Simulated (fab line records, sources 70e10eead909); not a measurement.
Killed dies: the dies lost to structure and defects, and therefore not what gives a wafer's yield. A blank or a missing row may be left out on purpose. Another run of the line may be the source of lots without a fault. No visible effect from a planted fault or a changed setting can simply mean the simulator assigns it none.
Chamber matching	flow nand_harc	pecvd-01 running NHARC_A_M1_DEP_33: 3 sister chambers
The step deposits SiCN, target thk 30 nm. 6 wafers are shown with their chamber, then 9 later ones without.

== EACH WAFER AND ITS CHAMBER ==
wafer	chamber	showerhead_vpp_V (V)	heater_power_outer_w (W)
L081.3	1	1197	335
L085.5	0	1398	292
L085.6	2	1200	285
L087.1	1	1222	320
L087.5	2	1245	277
L087.6	0	1420	284

== WAFERS WITH NO CHAMBER GIVEN ==
wafer	showerhead_vpp_V (V)	heater_power_outer_w (W)
L091.2	1403	278
L091.3	1385	277
L091.6	1388	284
L094.1	1206	256
L094.3	1413	231
L094.6	1194	360
L096.1	1201	310
L096.3	1389	280
L096.4	1234	312

== WHICH CHAMBER EACH WENT THROUGH ==
wafer	from the rows above	in truth
L091.2	0	0
L091.3	0	0
L091.6	0	0
L094.1	2	2
L094.3	0	0
L094.6	1	1
L096.1	can't be placed: 1 or 2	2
L096.3	0	0
L096.4	can't be placed: 1 or 2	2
7 of 9 placed correctly. Not placeable from these rows: 2 (in 2, the candidates include the true chamber). Number placed wrongly: 0.
How it was worked out, from the rows above alone: a wafer's distance from a chamber is the root of the sum, over the readings, of the square of ((its reading less the chamber's mean) divided by the reading's scatter). If the next closest chamber is less than 2 further off than the closest, the wafer can't be placed; otherwise it belongs to the closest. The mean given for a chamber averages the wafers shown for that chamber. The scatter is the square root of a quotient: the sum, over the shown wafers, of each reading's squared deviation from its chamber's mean, divided by wafers minus chambers.
